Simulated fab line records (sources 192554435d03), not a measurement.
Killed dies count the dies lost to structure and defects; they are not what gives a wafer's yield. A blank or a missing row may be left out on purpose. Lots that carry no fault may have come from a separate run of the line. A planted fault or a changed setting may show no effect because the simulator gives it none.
A lot that was struck, set against a sound lot | flow n5 finfet | 38 steps out of a route of 1938
Sound: wafers L362.1, L362.5, L362.6. Wafers struck: L368.1, L368.3, L368.4. The cause is named last.
For every step that has rows: the tool of each side, followed by ch and its chambers, followed by its first start. Under that, the readings that differ: sound wafers | struck wafers | difference of the means | sigmas: that difference in standard deviations of wafers without a fault.
alike: readings whose means differ by less than 2 such deviations, and words and numbers that are the same on both sides. not compared: withheld readings, readings that some wafer has no value for, bounds like >300 that may hide the same value, and numbers for which the record gives no deviation and whose values overlap.
The two part at a step that has a row with sigmas, a row that says differs or no value, or rows on one side only. Numbers that have no deviation but don't overlap get no sigmas and don't part them. A reading that every wafer of one side lacks parts them only if that side has two wafers or more.

first, 9 steps without rows for these wafers: N5_HKMG_FIN_SOFTBAKE_07 (time 60 s); N5_HKMG_FIN_EXPOSE_09 (exposes mask NWFM); N5_HKMG_FIN_PEB_10 (peb time 60 s); N5_HKMG_FIN_DEVELOP_11 (develop time 30 s); N5_HKMG_FIN_DESCUM_17 (chemistry O2, time 7.9 s); N5_HKMG_FIN_ETCH_31 (etches SiARC in CF4, target depth 45.5 nm, time 75.8 s); N5_HKMG_FIN_ETCH_32 (etches SOC in N2/H2, target depth 240 nm, time 300 s); N5_HKMG_FIN_STRIP_33 (strips in N2/H2); N5_HKMG_FIN_STRIP_34 (strips in CF4).
N5_HKMG_FIN_ETCH_35: etches SOC in N2/H2, target depth 215.8 nm, time 243.4 s.
  sound on rie diel-06 ch 2,3, day 6 10:30; struck on rie diel-06 ch 1,3, day 8 01:17
  alike: drypump motor current A, oes product au, rf vpp V, showerhead plenum p Torr, throttle valve pct
  not compared: rf hours counter h
then, 27 steps without rows for these wafers: N5_HKMG_FIN_STRIP_92 (strips SOC in N2/H2, time 20 s); N5_HKMG_FIN_WET_ETCH_18 (etches TiN in SC1, time 55 s, target depth 5.2 nm, rinse time 30 s); N5_HKMG_FIN_STRIP_19 (strips in N2/H2, time 360 s); N5_HKMG_FIN_ALD_91 (deposits TiN, target thk 1 nm, pulse time 1 s, purge time 3 s); N5_HKMG_FIN_COAT_85 (time 60 s, resist thk 300 nm); N5_HKMG_FIN_ETCH_86 (etches SOC in N2/H2, stops on TiN, target depth 393.2 nm); N5_HKMG_FIN_STRIP_89 (strips SOC in N2/H2, time 20 s); N5_HKMG_FIN_WET_ETCH_87 (etches TiN in SC1, time 154.2 s, target depth 4.7 nm, rinse time 30 s); N5_HKMG_FIN_STRIP_88 (strips in N2/H2, time 360 s); N5_HKMG_FIN_NWFM_ALD_20 (deposits TiAlC, target thk 2 nm, pulse time 3 s, purge time 2 s); N5_HKMG_FIN_ALD_71 (deposits TiN, target thk 1 nm, pulse time 1 s, purge time 3 s); N5_HKMG_FIN_COAT_66 (time 60 s, resist thk 300 nm); N5_HKMG_FIN_ETCH_67 (etches SOC in N2/H2, stops on TiN, target depth 388.9 nm); N5_HKMG_FIN_STRIP_90 (strips SOC in N2/H2, time 20 s); N5_HKMG_FIN_WET_ETCH_73 (etches the open film in SC1, time 42.3 s, target depth 1.3 nm, rinse time 30 s); N5_HKMG_FIN_ETCHBACK_68 (etches the open film in Cl2/Ar, stops on HfO2, target depth 0.5 nm); N5_HKMG_FIN_STRIP_69 (strips in N2/H2, time 360 s); N5_HKMG_FIN_ALD_21 (deposits TiN, target thk 1.5 nm, pulse time 1 s, purge time 3 s); N5_HKMG_FIN_ALD_72 (deposits W, target thk 2 nm, pulse time 1 s, purge time 2 s); N5_HKMG_FIN_W_FILL_22 (material W, target thk 60 nm, time 18.2 s); N5_HKMG_FIN_PRECLEAN_83 (cleans in DIW, time 57.5 s); N5_HKMG_FIN_SRD_84 (dry time 32 s); N5_HKMG_FIN_CMP_23 (polishes, stops on SiNx, t overpolish 10 s, target thk 46.326 nm); N5_HKMG_FIN_CMP_94 (polishes, stops on SiNx, t overpolish 4.7 s, target thk 43.299 nm); N5_GATE_CUT_ETCHBACK_00 (etches W in SF6/Cl2); N5_GATE_CUT_ETCH_56 (etches TiN in Cl2/Ar, target depth 21.6 nm); N5_GATE_CUT_ETCHBACK_30 (etches TiN in Cl2/Ar, target depth 3 nm).
-- record jumps: 8 days separate the struck wafers' starts on either side; left off in module GATE_CUT, taken up again in module PASSIVATION, whose first shown step is the route's number 1936 --
N5_PASSIVATION_PROBE_49:
  sound: prober-01 at day 14 10:01; struck: prober-01 at day 16 00:31
  reading                  | sound          | struck         | difference | sigmas
  defect limited yield (%) | 92.4 90.3 90.7 | 83.1 84.1 85.2 | -7.0       | -5
  killed at front end      | 40 46 56       | 172 143 134    | +102       | +9
  killed dies              | 90 114 110     | 199 188 175    | +83        | +5
  killed short             | 33 50 30       | 15 31 15       | -17        | -2
  sort_bin_5_function (%)  | 4.1 4.7 5.8    | 9.7 8.9 8.6    | +4.2       | +4
  sort n pass              | 1090 1066 1070 | 981 992 1005   | -83        | -4
  sort yield pct (%)       | 92.4 90.3 90.7 | 83.1 84.1 85.2 | -7.0       | -4
  alike: killed_at_M0_to_M3, killed_at_M4_up, killed at contacts, killed at other, killed on rim, killed open, sort_bin_6_memory

WHERE THEY PART
At N5_PASSIVATION_PROBE_49 and nowhere else, as far as this record goes.

WHY: what had been put in by the simulator
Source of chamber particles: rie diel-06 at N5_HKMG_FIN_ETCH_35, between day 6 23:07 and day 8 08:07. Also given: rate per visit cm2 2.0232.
